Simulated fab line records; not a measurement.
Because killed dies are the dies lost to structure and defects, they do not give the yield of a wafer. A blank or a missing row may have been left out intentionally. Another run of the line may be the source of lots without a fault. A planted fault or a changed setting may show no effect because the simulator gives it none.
Matching of chambers ; flow n5_finfet ; N5_BEOL_M5_ETCH_62 on rie_diel-06: 4 sister chambers
The step etches SOC in N2/H2, target depth 75 nm, overetch 15 nm, time 112.5 s. 16 wafers are shown with their chamber, then 8 later ones without.

## WAFERS WITH THEIR CHAMBER
wafer;chamber;showerhead_plenum_p_Torr (Torr);oes_product_au (a.u.);throttle_valve_pct (%)
L074.1;3;2.46;0.63;17.92
L074.4;2;2.50;0.55;18.00
L074.6;1;2.46;0.63;17.70
L076.2;2;2.50;0.55;18.03
L076.3;0;2.52;0.55;17.80
L076.5;1;2.46;0.64;17.72
L077.1;3;2.45;0.62;17.93
L077.4;2;2.50;0.54;18.03
L077.5;3;2.45;0.63;17.95
L078.1;1;2.46;0.62;17.74
L078.4;3;2.45;0.62;17.94
L078.6;3;2.45;0.63;17.92
L080.2;3;2.45;0.62;17.93
L080.3;0;2.52;0.55;17.81
L080.6;0;2.52;0.55;17.82
L084.2;1;2.45;0.62;17.76

SIGNATURES (averages over the wafers above)
reading;chamber 0;chamber 1;chamber 2;chamber 3;scatter within a chamber
showerhead_plenum_p_Torr;2.5200;2.4575;2.5000;2.4517;0.00363
oes_product_au;0.5500;0.6275;0.5467;0.6250;0.0064
throttle_valve_pct;17.8100;17.7300;18.0200;17.9317;0.017
Rule: for each reading, subtract the chamber's mean from the wafer's reading, divide by that reading's scatter and square the result; add these up over the readings and take the root, which gives the wafer's distance from the chamber. If the next closest chamber is less than 2 further off than the closest, the wafer can't be placed; otherwise it belongs to the closest. The scatter is the square root of a quotient: the sum, over the shown wafers, of each reading's squared deviation from its chamber's mean, divided by wafers minus chambers.

## WAFERS WHOSE CHAMBER IS MISSING
wafer;showerhead_plenum_p_Torr (Torr);oes_product_au (a.u.);throttle_valve_pct (%)
L084.3;2.45;0.62;17.96
L084.5;2.45;0.61;17.96
L085.3;2.45;0.62;17.98
L085.4;2.45;0.62;17.96
L085.5;2.51;0.54;17.83
L096.2;2.50;0.73;17.42
L096.4;2.48;0.72;17.65
L096.6;2.44;0.60;17.82

## WHICH CHAMBER EACH WENT THROUGH
wafer;from the rows above;in truth
L084.3;3;3
L084.5;3;3
L085.3;3;3
L085.4;3;3
L085.5;0;0
L096.2;1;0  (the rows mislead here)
L096.4;1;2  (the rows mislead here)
L096.6;can't be placed: 3 or 1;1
Correctly placed: 5 of 8. Not placeable from these rows: 1 (in 1, the candidates include the true chamber). 2 placed wrongly.
